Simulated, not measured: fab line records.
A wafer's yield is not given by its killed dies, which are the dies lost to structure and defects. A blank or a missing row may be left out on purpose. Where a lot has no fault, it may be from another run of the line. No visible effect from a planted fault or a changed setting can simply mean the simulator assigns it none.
Chamber matching :: flow n5-finfet :: N5_BEOL_M7_ETCH_62 on rie-diel-06 has 4 sister chambers
The step etches SOC in N2/H2, target depth 110 nm, overetch 22 nm, time 165 s. 4 wafers are shown with their chamber, then 11 later ones without.

## WAFERS, EACH WITH ITS CHAMBER
wafer: L081.6
chamber: 0
drypump-motor-current-A (A): 5.6

wafer: L088.1
chamber: 3
drypump-motor-current-A (A): 6.4

wafer: L088.2
chamber: 1
drypump-motor-current-A (A): 6.0

wafer: L092.1
chamber: 2
drypump-motor-current-A (A): 5.9

## WAFERS WITHOUT THEIR CHAMBER
wafer: L092.2
drypump-motor-current-A (A): 6.0

wafer: L092.4
drypump-motor-current-A (A): 6.4

wafer: L093.1
drypump-motor-current-A (A): 6.0

wafer: L093.4
drypump-motor-current-A (A): 5.9

wafer: L093.5
drypump-motor-current-A (A): 6.0

wafer: L096.1
drypump-motor-current-A (A): 6.0

wafer: L096.5
drypump-motor-current-A (A): 5.9

wafer: L096.6
drypump-motor-current-A (A): 6.0

wafer: L097.1
drypump-motor-current-A (A): 6.5

wafer: L097.2
drypump-motor-current-A (A): 5.9

wafer: L097.6
drypump-motor-current-A (A): 6.0

## EACH ONE'S CHAMBER
wafer: L092.2
from the rows above: 1
in truth: 1

wafer: L092.4
from the rows above: 3
in truth: 3

wafer: L093.1
from the rows above: 1
in truth: 1

wafer: L093.4
from the rows above: 2
in truth: 2

wafer: L093.5
from the rows above: 1
in truth: 1

wafer: L096.1
from the rows above: 1
in truth: 1

wafer: L096.5
from the rows above: 2
in truth: 2

wafer: L096.6
from the rows above: 1
in truth: 1

wafer: L097.1
from the rows above: 3
in truth: 3

wafer: L097.2
from the rows above: 2
in truth: 2

wafer: L097.6
from the rows above: 1
in truth: 1
Correct placement for 11 of the 11. Not placeable from these rows: 0. Number placed wrongly: 0.
How it was worked out, from the rows above alone: a wafer's distance from a chamber is the root of the sum, over the readings, of the square of ((its reading less the chamber's mean) divided by the reading's scatter). If the next closest chamber is less than 2 further off than the closest, the wafer can't be placed; otherwise it belongs to the closest. A chamber's mean is the mean of its shown wafers. The scatter: with one shown wafer a chamber, the root of the mean of the squares of how far each hidden wafer lies from its nearest shown one.
